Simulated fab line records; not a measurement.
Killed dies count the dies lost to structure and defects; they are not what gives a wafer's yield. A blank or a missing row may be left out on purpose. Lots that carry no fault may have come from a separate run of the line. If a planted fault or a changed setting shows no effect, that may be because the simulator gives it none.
Matching of chambers || flow n5_finfet || N5_MOL_CONTACT_COAG_ETCH_67 on rie_diel-04 has 4 sister chambers
The step etches SOC in N2/H2, target depth 60 nm, overetch 21 nm, time 101.2 s. 8 wafers are shown with their chamber, then 9 later ones without.

## EACH WAFER AND ITS CHAMBER
{"wafer": "L075.6", "chamber": 1, "showerhead_plenum_p_Torr (Torr)": 2.61, "throttle_valve_pct (%)": 17.91}
{"wafer": "L079.4", "chamber": 3, "showerhead_plenum_p_Torr (Torr)": 2.43, "throttle_valve_pct (%)": 17.81}
{"wafer": "L079.6", "chamber": 3, "showerhead_plenum_p_Torr (Torr)": 2.43, "throttle_valve_pct (%)": 17.81}
{"wafer": "L081.1", "chamber": 2, "showerhead_plenum_p_Torr (Torr)": 2.48, "throttle_valve_pct (%)": 17.56}
{"wafer": "L081.2", "chamber": 1, "showerhead_plenum_p_Torr (Torr)": 2.61, "throttle_valve_pct (%)": 17.92}
{"wafer": "L083.1", "chamber": 2, "showerhead_plenum_p_Torr (Torr)": 2.47, "throttle_valve_pct (%)": 17.55}
{"wafer": "L083.2", "chamber": 0, "showerhead_plenum_p_Torr (Torr)": 2.42, "throttle_valve_pct (%)": 17.99}
{"wafer": "L083.5", "chamber": 0, "showerhead_plenum_p_Torr (Torr)": 2.42, "throttle_valve_pct (%)": 17.99}

## WAFERS WITH NO CHAMBER GIVEN
{"wafer": "L087.1", "showerhead_plenum_p_Torr (Torr)": 2.42, "throttle_valve_pct (%)": 18.00}
{"wafer": "L087.2", "showerhead_plenum_p_Torr (Torr)": 2.61, "throttle_valve_pct (%)": 17.95}
{"wafer": "L087.6", "showerhead_plenum_p_Torr (Torr)": 2.42, "throttle_valve_pct (%)": 17.99}
{"wafer": "L090.2", "showerhead_plenum_p_Torr (Torr)": 2.42, "throttle_valve_pct (%)": 17.85}
{"wafer": "L090.3", "showerhead_plenum_p_Torr (Torr)": 2.60, "throttle_valve_pct (%)": 17.95}
{"wafer": "L090.4", "showerhead_plenum_p_Torr (Torr)": 2.47, "throttle_valve_pct (%)": 17.58}
{"wafer": "L091.1", "showerhead_plenum_p_Torr (Torr)": 2.60, "throttle_valve_pct (%)": 17.97}
{"wafer": "L091.3", "showerhead_plenum_p_Torr (Torr)": 2.42, "throttle_valve_pct (%)": 17.84}
{"wafer": "L091.4", "showerhead_plenum_p_Torr (Torr)": 2.42, "throttle_valve_pct (%)": 18.01}

## EACH ONE'S CHAMBER
{"wafer": "L087.1", "from the rows above": 0, "in truth": 0}
{"wafer": "L087.2", "from the rows above": 1, "in truth": 1}
{"wafer": "L087.6", "from the rows above": 0, "in truth": 0}
{"wafer": "L090.2", "from the rows above": 3, "in truth": 3}
{"wafer": "L090.3", "from the rows above": 1, "in truth": 1}
{"wafer": "L090.4", "from the rows above": 2, "in truth": 2}
{"wafer": "L091.1", "from the rows above": 1, "in truth": 1}
{"wafer": "L091.3", "from the rows above": 3, "in truth": 3}
{"wafer": "L091.4", "from the rows above": 0, "in truth": 0}
9 of 9 placed correctly. Not placeable from these rows: 0. Number placed wrongly: 0.
How it was worked out, from the rows above alone: a wafer's distance from a chamber is the root of the sum, over the readings, of the square of ((its reading less the chamber's mean) divided by the reading's scatter). The wafer belongs to the nearest chamber; if the next one is less than 2 further off, it can't be placed. Each chamber's mean is taken over the wafers shown for it. The scatter is the square root of a quotient: the sum, over the shown wafers, of each reading's squared deviation from its chamber's mean, divided by wafers minus chambers.
